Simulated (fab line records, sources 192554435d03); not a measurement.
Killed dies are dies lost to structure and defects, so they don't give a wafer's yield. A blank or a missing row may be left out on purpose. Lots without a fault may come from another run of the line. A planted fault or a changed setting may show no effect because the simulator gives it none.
Chamber matching | flow n5_finfet | N5_HKMG_FIN_ALD_71 on ald_metal-02: 4 sister chambers
The step deposits TiN, target thk 1 nm, pulse time 1 s, purge time 3 s. 8 wafers are shown with their chamber, then 12 later ones without.

WAFERS WITH THEIR CHAMBER
wafer  | chamber | heater_power_w (W) | precursor_pulse_height_rel
L086.2 | 2       | 846                | 1.027
L086.3 | 1       | 812                | 1.013
L086.5 | 1       | 824                | 0.984
L086.6 | 2       | 861                | 0.963
L087.6 | 0       | 703                | 0.997
L091.1 | 0       | 716                | 1.022
L091.3 | 3       | 871                | 0.988
L091.5 | 3       | 871                | 0.979

WAFERS WITHOUT THEIR CHAMBER
wafer  | heater_power_w (W) | precursor_pulse_height_rel
L094.2 | 738                | 0.999
L094.4 | 872                | 0.991
L094.5 | 871                | 0.967
L095.1 | 831                | 0.969
L095.2 | 862                | 1.030
L095.3 | 723                | 0.984
L095.4 | 884                | 0.993
L095.5 | 840                | 0.986
L095.6 | 876                | 0.977
L097.2 | 860                | 0.995
L097.3 | 841                | 1.013
L097.5 | 745                | 1.020

WHICH CHAMBER EACH WENT THROUGH
wafer  | from the rows above     | in truth
L094.2 | 0                       | 0
L094.4 | can't be placed: 3 or 2 | 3
L094.5 | can't be placed: 3 or 2 | 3
L095.1 | can't be placed: 1 or 2 | 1
L095.2 | can't be placed: 2 or 3 | 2
L095.3 | 0                       | 0
L095.4 | 3                       | 3
L095.5 | can't be placed: 2 or 1 | 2
L095.6 | 3                       | 3
L097.2 | can't be placed: 2 or 3 | 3
L097.3 | can't be placed: 2 or 1 | 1
L097.5 | 0                       | 0
Placed correctly: 5 of 12. Can't be placed from these rows: 7 (the true chamber is among the candidates in 7). Placed wrongly: 0.
How it was worked out, from the rows above alone: a wafer's distance from a chamber is the root of the sum, over the readings, of the square of ((its reading less the chamber's mean) divided by the reading's scatter). The wafer belongs to the nearest chamber; if the next one is less than 2 further off, it can't be placed. A chamber's mean is the mean of its shown wafers. The scatter: the root of (the sum of the squares of (reading less its chamber's mean) over the shown wafers, divided by (wafers less chambers)).
